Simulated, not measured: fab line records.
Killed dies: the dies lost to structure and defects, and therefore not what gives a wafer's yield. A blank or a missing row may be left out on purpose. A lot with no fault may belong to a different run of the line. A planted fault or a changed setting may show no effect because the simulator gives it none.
fab line records	flow n5-finfet
record lots=24	wafers=72	last-day=21
route steps=1938 shown BEOL_M2@855 BEOL_M3@933
lots with no fault: from the same line, run without faults
start-h: hours from the record's first day to the start of the lot's first wafer shown	wait-h: hours since the lot's step before	" unchanged from the row above	L1.1+2: a row that stands for several wafers	- value missing, or start not given	* or withheld: withheld	< > ~ a bound
route shown NAME@n: a module of which the file shows steps, and the number in the route of the first	usual: the fault-free wafers' mean and standard deviation	same: alike in all rows	chamber/n: place in a boat	sites: readings site by site	_std_site: standard deviation of those values	_edge_site: outer sites' mean less inner sites'	radius-mm: how far each site lies from the wafer's centre	mask NAME#n: copy n	behind: the tool/chamber that last shaped the wafer	hold: what put the lot on hold/how long, in hours/how the hold closed	device: whichever transistor did not switch (one of n, p or np)	end of line: at the end of the route, the tests of the same wafers	a step without rows: its recipe alone	killed: dies that structure and defects cost at the first sort, which is not the same as the wafer's yield	map: shows each die of a wafer: x if killed, . if not, _ if none is there
set.NAME: the run value of the setting; set.NAME@STEP: its run value at that earlier step	model.NAME: the simulator's own value behind a step, which no gauge read
the route's steps for a sample of lots (tables are steps, rows are wafers)
services: the hour from which a tool's chamber was out of use, counted from the record's first day as start-h (under 0 if before that day), plus the number of hours and why
## steps
# step N5_BEOL_M2_OVL_MEAS_12
# recipe points-per-wafer=522
# usual M2_OVL=0.3/0.6
lot.wafer	tool	chamber	start-h	wait-h	M2_OVL[nm]
L074.3	overlay-02	0	146.77	0.0	0.0
L074.4	"	0	"	"	-0.2
L074.5	"	0	"	"	0.3
L076.2	overlay-01	0	152.30	0.0	0.7
L076.5	"	0	"	"	0.8
L076.6	"	0	"	"	0.1
L077.2	overlay-01	0	171.02	0.0	-0.2
L077.3	"	0	"	"	0.2
L077.6	"	0	"	"	-1.0
L078.1	overlay-02	0	171.19	0.0	0.4
L078.4	"	0	"	"	0.4
L078.6	"	0	"	"	0.6
L075.1	overlay-02	0	174.28	0.0	1.7
L075.4	"	0	"	"	0.1
L075.5	"	0	"	"	0.6
L079.2	overlay-01	0	174.73	0.0	-0.1
L079.3	"	0	"	"	-0.5
L079.4	"	0	"	"	-0.5
L080.2	overlay-02	0	179.90	0.0	1.2
L080.4	"	0	"	"	1.8
L080.5	"	0	"	"	1.5
L081.1	overlay-01	0	186.28	0.0	0.3
L081.2	"	0	"	"	0.5
L081.6	"	0	"	"	-0.6
L082.1	overlay-01	0	186.45	0.0	0.6
L082.3	"	0	"	"	0.5
L082.6	"	0	"	"	1.3
L083.1	overlay-01	0	187.81	0.0	0.6
L083.2	"	0	"	"	0.5
L083.5	"	0	"	"	0.7
L085.2	overlay-01	0	203.26	0.0	0.1
L085.3	"	0	"	"	0.8
L085.6	"	0	"	"	0.5
L084.1	overlay-01	0	205.81	0.0	0.2
L084.3	"	0	"	"	-0.2
L084.5	"	0	"	"	0.0
L086.3	overlay-01	0	212.24	0.0	-0.2
L086.5	"	0	"	"	1.0
L086.6	"	0	"	"	0.3
L087.1	overlay-01	0	220.61	0.0	-0.1
L087.2	"	0	"	"	0.1
L087.6	"	0	"	"	0.6
L088.1	overlay-02	0	228.33	0.0	0.1
L088.5	"	0	"	"	0.4
L088.6	"	0	"	"	1.6
L089.1	overlay-02	0	228.61	0.0	0.4
L089.2	"	0	"	"	0.7
L089.5	"	0	"	"	1.5
L090.2	overlay-01	0	236.41	0.0	0.1
L090.3	"	0	"	"	-0.2
L090.6	"	0	"	"	-0.3
L091.3	overlay-02	0	238.09	0.0	0.3
L091.4	"	0	"	"	0.6
L091.6	"	0	"	"	0.0
L092.3	overlay-02	0	243.53	0.0	1.9
L092.5	"	0	"	"	0.6
L092.6	"	0	"	"	0.8
L093.1	overlay-01	0	245.03	0.0	0.1
L093.3	"	0	"	"	0.3
L093.6	"	0	"	"	0.1
L094.1	overlay-02	0	258.48	0.0	-0.4
L094.3	"	0	"	"	0.4
L094.4	"	0	"	"	0.2
L095.1	overlay-01	0	264.78	0.0	-0.6
L095.3	"	0	"	"	-0.5
L095.6	"	0	"	"	-0.4
L096.1	overlay-01	0	272.94	0.0	1.0
L096.5	"	0	"	"	0.9
L096.6	"	0	"	"	1.5
L097.2	overlay-02	0	273.97	0.0	0.2
L097.3	"	0	"	"	0.6
L097.6	"	0	"	"	0.8
# step N5_BEOL_M2_TRENCH_ETCH_37
# recipe chemistry=C4F6/O2	target-depth-a=555.55	target=SiOC	time-s=29.2	ion-energy-ev=250	pressure-mtorr=30	source-w=355	bias-w=185	Ar_flow_sccm=300	C4F6_flow_sccm=10	O2_flow_sccm=10
# usual drypump-motor-current-A=5.9/0.42	mfc-ar-sccm=299.9/0.95	oes_f_703_au=0.80/0.093	oes_o_777_au=0.79/0.094	oes-product-au=0.80/0.083	rf-vpp-V=671/22	showerhead-plenum-p-Torr=2.90/0.094	throttle-valve-pct=20.74/0.17
lot.wafer	tool	chamber	start-h	wait-h	drypump-motor-current-A	mfc-ar-sccm	oes_f_703_au	oes_o_777_au	oes-product-au	rf-hours-counter-h	rf-vpp-V	showerhead-plenum-p-Torr	throttle-valve-pct
L076.2	rie-diel-01	1	-	-	5.9	298.4	0.66	0.67	0.67	238	676	2.78	21.00
L076.5	"	3	"	"	6.4	301.1	0.71	0.72	0.73	-	679	2.82	20.50
L076.6	"	0	"	"	6.2	299.4	0.82	0.80	0.82	-	658	3.03	20.94
L074.3	rie-diel-01	3	-	-	6.4	301.5	0.71	0.72	0.73	172	678	2.82	20.51
L074.4	"	0	"	"	6.2	301.6	0.82	0.80	0.81	80	655	3.03	20.93
L074.5	"	1	"	"	5.9	299.8	0.67	0.67	0.66	-	675	2.78	20.98
L075.1	rie-diel-01	2	-	-	5.5	300.2	0.72	0.71	0.73	185	679	2.83	20.71
L075.4	"	1	"	"	5.9	298.6	0.66	0.67	0.66	244	676	2.78	20.99
L075.5	"	3	"	"	6.4	300.4	0.71	0.72	0.72	-	678	2.82	20.52
L077.2	rie-diel-05	1	-	-	6.2	299.3	0.85	0.84	0.92	25	706	3.01	20.92
L077.3	"	3	"	"	6.7	299.5	0.90	0.90	0.88	33	666	3.04	20.78
L077.6	"	2	"	"	5.8	299.3	0.82	0.80	0.85	-	669	2.87	20.57
L078.1	rie-diel-05	0	-	-	5.7	299.4	0.86	0.83	0.80	70	646	3.00	20.56
L078.4	"	1	"	"	6.2	299.6	0.85	0.84	0.92	25	706	3.01	20.91
L078.6	"	3	"	"	6.7	300.2	0.91	0.90	0.88	-	666	3.04	20.77
L079.2	rie-diel-05	1	-	-	6.2	300.0	0.85	0.83	0.90	30	706	3.01	20.90
L079.3	"	3	"	"	6.7	301.2	0.90	0.91	0.87	37	665	3.03	20.79
L079.4	"	0	"	"	5.7	299.9	0.84	0.83	0.80	74	647	3.00	20.57
L081.1	rie-diel-04	3	-	-	5.6	298.8	0.72	0.72	0.69	258	680	2.89	20.82
L081.2	"	2	"	"	5.7	298.5	0.74	0.73	0.79	116	703	2.85	20.71
L081.6	"	3	"	"	5.7	299.5	0.72	0.73	0.70	-	681	2.89	20.81
L080.2	rie-diel-01	0	-	-	6.2	299.4	0.79	0.78	0.80	97	657	3.02	20.95
L080.4	"	0	"	"	6.2	300.4	0.80	0.79	0.79	-	657	3.02	20.96
L080.5	"	3	"	"	6.4	299.1	0.70	0.72	0.72	-	676	2.81	20.52
L082.1	rie-diel-01	0	-	-	6.2	299.8	0.79	0.78	0.80	100	658	3.02	20.97
L082.3	"	2	"	"	5.6	301.1	0.71	0.70	0.73	200	679	2.83	20.73
L082.6	"	2	"	"	5.6	301.4	0.71	0.70	0.72	-	680	2.83	20.71
L083.1	rie-diel-05	3	-	-	6.7	301.3	0.89	0.89	0.87	44	666	3.03	20.81
L083.2	"	2	"	"	5.8	299.9	0.81	0.78	0.83	67	668	2.86	20.61
L083.5	"	1	"	"	6.2	301.4	0.83	0.82	0.90	-	705	3.01	20.93
L085.2	rie-diel-01	3	-	-	6.5	299.3	0.70	0.71	0.72	196	679	2.81	20.52
L085.3	"	2	"	"	5.5	298.1	0.71	0.69	0.71	204	680	2.83	20.72
L085.6	"	0	"	"	6.2	300.5	0.79	0.78	0.79	-	657	3.02	20.97
L084.1	rie-diel-05	2	-	-	5.7	299.7	0.80	0.77	0.83	71	668	2.86	20.61
L084.3	"	0	"	"	5.7	300.1	0.83	0.82	0.80	85	647	3.00	20.58
L084.5	"	1	"	"	6.2	299.2	0.82	0.81	0.90	-	706	3.00	20.95
L086.3	rie-diel-04	3	-	-	5.6	299.4	0.71	0.72	0.68	275	681	2.88	20.84
L086.5	"	0	"	"	5.1	299.7	1.00	0.99	0.95	-	625	2.76	20.53
L086.6	"	2	"	"	5.7	299.5	0.72	0.72	0.77	-	701	2.85	20.73
L087.1	rie-diel-04	3	-	-	5.6	298.7	0.71	0.71	0.68	281	680	2.88	20.85
L087.2	"	2	"	"	5.7	301.6	0.71	0.71	0.75	139	701	2.84	20.74
L087.6	"	0	"	"	5.1	298.0	0.98	0.99	0.93	-	624	2.75	20.55
L088.1	rie-diel-01	1	-	-	6.0	299.8	0.90	0.91	0.93	10	675	2.77	20.66
L088.5	"	3	"	"	6.4	298.9	0.69	0.70	0.71	-	678	2.81	20.55
L088.6	"	2	"	"	5.5	298.8	0.70	0.68	0.71	-	680	2.82	20.74
L089.1	rie-diel-04	1	-	-	6.3	299.4	0.88	0.89	0.89	47	647	2.92	20.99
L089.2	"	0	"	"	5.1	300.2	0.97	0.98	0.92	17	625	2.75	20.56
L089.5	"	2	"	"	5.7	299.9	0.71	0.70	0.76	-	701	2.84	20.73
L090.2	rie-diel-04	2	-	-	5.7	300.5	0.71	0.71	0.76	146	702	2.84	20.75
L090.3	"	1	"	"	6.3	300.9	0.88	0.89	0.89	50	646	2.92	21.02
L090.6	"	0	"	"	5.1	298.9	0.97	0.97	0.91	-	626	2.75	20.56
L091.3	rie-diel-01	3	-	-	6.4	299.7	0.69	0.69	0.70	215	677	2.80	20.58
L091.4	"	0	"	"	6.2	301.0	0.77	0.76	0.78	123	657	3.01	21.01
L091.6	"	0	"	"	6.2	301.2	0.77	0.76	0.78	-	657	3.01	21.00
L092.3	rie-diel-05	1	-	-	6.2	300.2	0.80	0.79	0.86	61	706	3.00	20.98
L092.5	"	0	"	"	5.7	300.6	0.82	0.80	0.78	-	647	2.99	20.60
L092.6	"	1	"	"	6.2	301.1	0.79	0.78	0.86	-	705	2.99	20.98
L093.1	rie-diel-01	1	-	-	5.9	300.6	0.88	0.90	0.91	15	673	2.77	20.68
L093.3	"	0	"	"	6.2	300.0	0.76	0.76	0.77	124	656	3.01	21.01
L093.6	"	2	"	"	5.6	300.2	0.70	0.68	0.71	-	678	2.82	20.75
L094.1	rie-diel-05	2	-	-	5.7	301.0	0.78	0.75	0.79	97	668	2.85	20.65
L094.3	"	0	"	"	5.7	300.2	0.82	0.79	0.76	104	645	2.99	20.62
L094.4	"	3	"	"	6.7	301.2	0.85	0.85	0.81	73	667	3.02	20.83
L095.1	rie-diel-04	0	-	-	5.1	298.7	0.96	0.96	0.91	23	623	2.75	20.57
L095.3	"	3	"	"	5.7	298.7	1.05	1.05	1.00	0	678	2.88	20.41
L095.6	"	3	"	"	5.7	298.8	1.06	1.05	1.00	-	680	2.88	20.40
L096.1	rie-diel-04	3	-	-	5.7	300.4	1.02	1.02	0.99	4	679	2.87	20.42
L096.5	"	2	"	"	5.7	300.8	0.70	0.70	0.75	-	702	2.84	20.75
L096.6	"	3	"	"	5.7	301.3	1.01	1.03	0.99	-	679	2.87	20.43
L097.2	rie-diel-05	0	-	-	5.7	300.1	0.81	0.78	0.76	112	646	2.98	20.63
L097.3	"	2	"	"	5.8	300.3	0.77	0.74	0.78	104	667	2.85	20.66
L097.6	"	0	"	"	5.7	301.0	0.80	0.79	0.76	-	645	2.98	20.64
# step N5_BEOL_M2_ALD_84
# recipe material=TaN	target-thk-a=*	temp-c=275	ald-precursor-family=PDMAT	ald-co-reactant=NH3	pressure-torr=3	carrier-flow-sccm=1500	pulse-time-s=2	purge-time-s=3	co-reactant-purge-time-s=2	co-reactant-pulse-time-s=3	ald-cycles=30	precursor-vessel-temp-c=75	precursor-vessel-pressure-torr=26.25	precursor-vessel-carrier-sccm=1000
# usual heater-power-w=420/45
# same ald-cycles=30	pulse-time-s=2
lot.wafer	tool	chamber	start-h	wait-h	heater-power-w
L076.2	ald-metal-01	2	193.11	0.1	375
L076.5	"	0	"	"	380
L076.6	"	1	"	"	473
L074.3	ald-metal-02	3	194.61	0.3	459
L074.4	"	2	"	"	417
L074.5	"	3	"	"	448
L075.1	ald-metal-02	1	205.67	0.0	467
L075.4	"	2	"	"	406
L075.5	"	3	"	"	442
L077.2	ald-metal-01	0	207.70	0.0	386
L077.3	"	1	"	"	490
L077.6	"	1	"	"	473
L078.1	ald-metal-01	0	208.16	0.0	381
L078.4	"	1	"	"	490
L078.6	"	3	"	"	463
L079.2	ald-metal-01	2	216.90	0.0	394
L079.3	"	1	"	"	480
L079.4	"	3	"	"	451
L081.1	ald-metal-02	0	221.13	0.0	347
L081.2	"	2	"	"	392
L081.6	"	0	"	"	350
L080.2	ald-metal-02	1	228.23	0.1	464
L080.4	"	3	"	"	450
L080.5	"	1	"	"	465
L082.1	ald-metal-03	3	234.37	0.0	459
L082.3	"	0	"	"	456
L082.6	"	3	"	"	453
L083.1	ald-metal-03	0	236.58	0.1	448
L083.2	"	2	"	"	384
L083.5	"	2	"	"	386
L085.2	ald-metal-02	0	240.72	0.0	347
L085.3	"	1	"	"	455
L085.6	"	1	"	"	473
L084.1	ald-metal-01	2	246.96	0.1	388
L084.3	"	1	"	"	477
L084.5	"	1	"	"	486
L086.3	ald-metal-03	0	253.44	0.2	456
L086.5	"	1	"	"	371
L086.6	"	2	"	"	380
L087.1	ald-metal-01	3	266.21	0.1	456
L087.2	"	2	"	"	387
L087.6	"	3	"	"	473
L088.1	ald-metal-02	0	270.00	0.1	343
L088.5	"	0	"	"	340
L088.6	"	1	"	"	458
L089.1	ald-metal-03	1	272.99	0.0	376
L089.2	"	2	"	"	389
L089.5	"	0	"	"	463
L090.2	ald-metal-01	2	283.26	0.0	378
L090.3	"	1	"	"	482
L090.6	"	0	"	"	387
L091.3	ald-metal-03	3	295.47	0.2	469
L091.4	"	1	"	"	368
L091.6	"	3	"	"	451
L092.3	ald-metal-01	0	298.63	0.2	375
L092.5	"	3	"	"	462
L092.6	"	0	"	"	375
L093.1	ald-metal-02	2	298.64	0.1	398
L093.3	"	3	"	"	443
L093.6	"	3	"	"	438
L094.1	ald-metal-03	2	309.36	0.0	388
L094.3	"	0	"	"	480
L094.4	"	3	"	"	469
L095.1	ald-metal-01	3	316.28	0.0	459
L095.3	"	1	"	"	488
L095.6	"	3	"	"	462
L096.1	ald-metal-02	0	327.43	0.1	347
L096.5	"	0	"	"	349
L096.6	"	1	"	"	479
L097.2	ald-metal-03	0	327.89	0.0	438
L097.3	"	1	"	"	382
L097.6	"	2	"	"	379
# step N5_BEOL_M2_ANNEAL_49
# recipe temp-c=400	time-s=240	ambient=vacuum
# usual heater-power-w=817/120
lot.wafer	tool	chamber	start-h	wait-h	heater-power-w
L076.2	pvd-sputter-02	-	194.09	0.0	671
L076.5	"	-	"	"	687
L076.6	"	-	"	"	1040
L074.3	pvd-sputter-02	-	195.93	0.0	775
L074.4	"	-	"	"	666
L074.5	"	-	"	"	772
L075.1	pvd-sputter-02	-	206.55	0.0	672
L075.4	"	-	"	"	1010
L075.5	"	-	"	"	1014
L077.2	pvd-sputter-02	-	208.39	0.0	784
L077.3	"	-	"	"	687
L077.6	"	-	"	"	1025
L078.1	pvd-sputter-03	-	209.13	0.0	1011
L078.4	"	-	"	"	780
L078.6	"	-	"	"	874
L079.2	pvd-sputter-01	-	217.80	0.0	691
L079.3	"	-	"	"	1011
L079.4	"	-	"	"	762
L081.1	pvd-sputter-02	-	221.92	0.0	681
L081.2	"	-	"	"	772
L081.6	"	-	"	"	1032
L080.2	pvd-sputter-01	-	228.77	0.0	761
L080.4	"	-	"	"	792
L080.5	"	-	"	"	1004
L082.1	pvd-sputter-02	-	235.37	0.0	780
L082.3	"	-	"	"	775
L082.6	"	-	"	"	767
L083.1	pvd-sputter-01	-	237.10	0.0	696
L083.2	"	-	"	"	772
L083.5	"	-	"	"	998
L085.2	pvd-sputter-02	-	241.67	0.0	997
L085.3	"	-	"	"	681
L085.6	"	-	"	"	699
L084.1	pvd-sputter-02	-	248.66	0.0	1017
L084.3	"	-	"	"	713
L084.5	"	-	"	"	705
L086.3	pvd-sputter-03	-	254.47	0.0	771
L086.5	"	-	"	"	754
L086.6	"	-	"	"	768
L087.1	pvd-sputter-01	-	266.78	0.0	772
L087.2	"	-	"	"	993
L087.6	"	-	"	"	784
L088.1	pvd-sputter-01	-	270.76	0.0	764
L088.5	"	-	"	"	748
L088.6	"	-	"	"	782
L089.1	pvd-sputter-01	-	273.65	0.0	778
L089.2	"	-	"	"	759
L089.5	"	-	"	"	683
L090.2	pvd-sputter-01	-	284.14	0.0	1018
L090.3	"	-	"	"	704
L090.6	"	-	"	"	1043
L091.3	pvd-sputter-03	-	296.22	0.0	796
L091.4	"	-	"	"	866
L091.6	"	-	"	"	784
L092.3	pvd-sputter-03	-	299.22	0.0	975
L092.5	"	-	"	"	797
L092.6	"	-	"	"	983
L093.1	pvd-sputter-02	-	299.31	0.0	774
L093.3	"	-	"	"	678
L093.6	"	-	"	"	674
L094.1	pvd-sputter-01	-	310.52	0.0	694
L094.3	"	-	"	"	986
L094.4	"	-	"	"	753
L095.1	pvd-sputter-02	-	316.85	0.0	779
L095.3	"	-	"	"	677
L095.6	"	-	"	"	684
L096.1	pvd-sputter-02	-	328.20	0.0	691
L096.5	"	-	"	"	1008
L096.6	"	-	"	"	688
L097.2	pvd-sputter-01	-	328.82	0.0	699
L097.3	"	-	"	"	790
L097.6	"	-	"	"	690
# step N5_BEOL_M2_PRE_CLEAN_60
# recipe gas=NH3/H2	time-s=15	temp-c=*	rf-power-w=300
# usual heater-power-w=84/17
lot.wafer	tool	chamber	start-h	wait-h	heater-power-w
L076.2	cvd-co-01	2	196.59	0.0	72
L076.5	"	0	"	"	64
L076.6	"	1	"	"	87
L074.3	cvd-co-01	0	198.46	0.0	66
L074.4	"	2	"	"	70
L074.5	"	0	"	"	65
L075.1	cvd-co-01	0	209.07	0.0	63
L075.4	"	1	"	"	89
L075.5	"	2	"	"	70
L077.2	cvd-co-01	2	210.89	0.0	72
L077.3	"	1	"	"	87
L077.6	"	1	"	"	88
L078.1	cvd-co-02	1	211.63	0.0	90
L078.4	"	0	"	"	102
L078.6	"	2	"	"	119
L079.2	cvd-co-01	2	220.31	0.0	72
L079.3	"	1	"	"	89
L079.4	"	2	"	"	72
L081.1	cvd-co-01	1	224.43	0.0	89
L081.2	"	0	"	"	64
L081.6	"	0	"	"	66
L080.2	cvd-co-01	0	231.91	0.0	63
L080.4	"	1	"	"	90
L080.5	"	0	"	"	65
L082.1	cvd-co-02	2	237.87	0.0	120
L082.3	"	1	"	"	89
L082.6	"	0	"	"	104
L083.1	cvd-co-02	2	239.90	0.0	118
L083.2	"	1	"	"	91
L083.5	"	0	"	"	103
L085.2	cvd-co-01	1	244.17	0.0	92
L085.3	"	0	"	"	64
L085.6	"	0	"	"	63
L084.1	cvd-co-01	1	251.16	0.0	88
L084.3	"	0	"	"	63
L084.5	"	0	"	"	67
L086.3	cvd-co-01	2	256.98	0.0	73
L086.5	"	0	"	"	67
L086.6	"	2	"	"	73
L087.1	cvd-co-01	0	269.28	0.0	65
L087.2	"	1	"	"	88
L087.6	"	1	"	"	90
L088.1	cvd-co-01	0	273.40	0.1	65
L088.5	"	1	"	"	88
L088.6	"	0	"	"	63
L089.1	cvd-co-01	2	276.16	0.0	72
L089.2	"	0	"	"	65
L089.5	"	2	"	"	72
L090.2	cvd-co-01	2	286.64	0.0	73
L090.3	"	1	"	"	90
L090.6	"	0	"	"	64
L091.3	cvd-co-02	0	298.89	0.0	105
L091.4	"	2	"	"	123
L091.6	"	1	"	"	90
L092.3	cvd-co-02	2	301.74	0.0	125
L092.5	"	2	"	"	122
L092.6	"	1	"	"	91
L093.1	cvd-co-01	0	301.83	0.0	65
L093.3	"	1	"	"	88
L093.6	"	2	"	"	73
L094.1	cvd-co-01	2	313.95	0.2	74
L094.3	"	0	"	"	65
L094.4	"	2	"	"	73
L095.1	cvd-co-01	2	319.35	0.0	73
L095.3	"	0	"	"	63
L095.6	"	1	"	"	89
L096.1	cvd-co-02	1	330.73	0.1	90
L096.5	"	0	"	"	103
L096.6	"	1	"	"	89
L097.2	cvd-co-02	1	331.32	0.0	91
L097.3	"	0	"	"	104
L097.6	"	2	"	"	124
# step N5_BEOL_M3_PECVD_72
# recipe material=SiO2	target-thk-a=160	temp-c=400	precursor=TEOS/O2	pressure-torr=5.5	rf-w=450	teos-flow-sccm=53.8	gas=O2	flow-sccm=3000	time-s=18
# usual heater-power-w=735/150	showerhead-plenum-p-Torr=8.77/0.074	throttle-valve-pct=22.4/1.1
lot.wafer	tool	chamber	start-h	wait-h	heater-power-w	showerhead-plenum-p-Torr	throttle-valve-pct
L076.2	pecvd-03	0	197.00	0.0	557	8.73	22.6
L076.5	"	2	"	"	837	8.91	21.2
L076.6	"	1	"	"	602	8.74	23.4
L074.3	pecvd-04	1	198.85	0.0	831	8.67	23.7
L074.4	"	0	"	"	1011	8.69	22.5
L074.5	"	1	"	"	830	8.68	23.9
L075.1	pecvd-01	0	209.49	0.0	673	8.75	23.5
L075.4	"	0	"	"	686	8.76	23.7
L075.5	"	1	"	"	717	8.91	21.5
L077.2	pecvd-04	1	211.33	0.0	814	8.67	23.4
L077.3	"	0	"	"	982	8.74	22.5
L077.6	"	0	"	"	957	8.74	22.2
L078.1	pecvd-03	1	212.04	0.0	541	8.75	23.7
L078.4	"	1	"	"	542	8.73	23.5
L078.6	"	2	"	"	816	8.90	21.2
L079.2	pecvd-03	2	220.73	0.0	841	8.92	21.4
L079.3	"	0	"	"	546	8.75	22.8
L079.4	"	2	"	"	845	8.89	21.2
L081.1	pecvd-03	2	224.84	0.0	827	8.89	20.9
L081.2	"	0	"	"	492	8.76	22.9
L081.6	"	1	"	"	554	8.74	23.7
L080.2	pecvd-01	0	232.30	0.0	624	8.74	23.9
L080.4	"	1	"	"	739	8.87	21.1
L080.5	"	2	"	"	505	8.82	20.7
L082.1	pecvd-04	1	238.26	0.0	701	8.67	23.6
L082.3	"	2	"	"	865	8.81	21.3
L082.6	"	2	"	"	865	8.80	21.1
L083.1	pecvd-03	0	240.31	0.0	516	8.74	22.9
L083.2	"	1	"	"	623	8.77	23.6
L083.5	"	0	"	"	528	8.76	22.7
L085.2	pecvd-04	1	244.56	0.0	802	8.67	23.5
L085.3	"	0	"	"	888	8.73	22.4
L085.6	"	2	"	"	876	8.79	21.1
L084.1	pecvd-01	1	251.55	0.0	792	8.89	21.5
L084.3	"	0	"	"	621	8.75	23.6
L084.5	"	1	"	"	777	8.89	21.4
L086.3	pecvd-03	2	257.37	0.0	703	8.91	21.4
L086.5	"	2	"	"	739	8.90	21.3
L086.6	"	1	"	"	607	8.78	23.6
L087.1	pecvd-01	0	269.67	0.0	705	8.76	23.8
L087.2	"	2	"	"	569	8.83	20.9
L087.6	"	1	"	"	801	8.89	21.7
L088.1	pecvd-04	2	273.79	0.0	865	8.81	20.9
L088.5	"	2	"	"	855	8.78	21.2
L088.6	"	1	"	"	827	8.67	23.4
L089.1	pecvd-03	0	276.55	0.0	557	8.78	22.7
L089.2	"	2	"	"	752	8.89	21.4
L089.5	"	1	"	"	635	8.75	23.7
L090.2	pecvd-04	2	287.03	0.0	883	8.79	20.9
L090.3	"	1	"	"	733	8.67	23.6
L090.6	"	0	"	"	1018	8.73	22.9
L091.3	pecvd-04	2	299.28	0.0	876	8.78	21.0
L091.4	"	0	"	"	970	8.73	22.9
L091.6	"	2	"	"	890	8.78	21.1
L092.3	pecvd-04	0	302.13	0.0	859	8.74	22.7
L092.5	"	1	"	"	696	8.69	23.4
L092.6	"	0	"	"	858	8.70	22.9
L093.1	pecvd-03	0	302.22	0.0	538	8.75	22.9
L093.3	"	1	"	"	583	8.77	23.5
L093.6	"	1	"	"	569	8.76	23.7
L094.1	pecvd-01	2	314.34	0.0	495	8.83	21.2
L094.3	"	1	"	"	781	8.91	21.2
L094.4	"	0	"	"	698	8.76	24.1
L095.1	pecvd-04	2	319.74	0.0	866	8.82	21.3
L095.3	"	0	"	"	869	8.74	22.7
L095.6	"	2	"	"	864	8.80	21.0
L096.1	pecvd-04	0	331.12	0.0	1011	8.73	22.6
L096.5	"	2	"	"	796	8.81	21.3
L096.6	"	0	"	"	1002	8.74	22.4
L097.2	pecvd-03	1	331.71	0.0	598	8.75	23.6
L097.3	"	0	"	"	523	8.74	22.6
L097.6	"	1	"	"	595	8.74	23.4
## services
tool	chamber	start-h	hours	kind
rie-diel-04	1	200.64	69.6	repair
rie-diel-04	3	203.83	8.1	repair
pecvd-04	-	204.95	2.6	repair
ald-metal-03	-	207.08	6.0	pm
pecvd-01	-	212.39	6.0	pm
rie-diel-01	-	214.57	2.8	pm
cvd-co-02	0	247.70	7.2	repair
rie-diel-05	0	250.34	11.5	repair
pvd-sputter-02	-	256.23	2.3	repair
pecvd-01	-	256.72	1.2	repair
ald-metal-03	2	264.01	4.8	repair
pecvd-01	-	264.29	1.3	repair
pecvd-04	-	265.32	2.9	repair
rie-diel-05	0	265.71	1.2	repair
rie-diel-01	1	271.01	14.9	repair
ald-metal-01	-	287.10	10.4	repair
rie-diel-04	-	287.48	28.1	pm
pecvd-04	1	306.59	4.1	repair
ald-metal-03	2	310.32	1.9	repair
rie-diel-01	1	310.36	2.1	repair
cvd-co-02	-	311.81	12.3	repair
ald-metal-01	0	314.89	2.4	repair
pecvd-04	-	324.90	0.8	repair
cvd-co-01	2	330.44	103.8	repair
## key
fault none
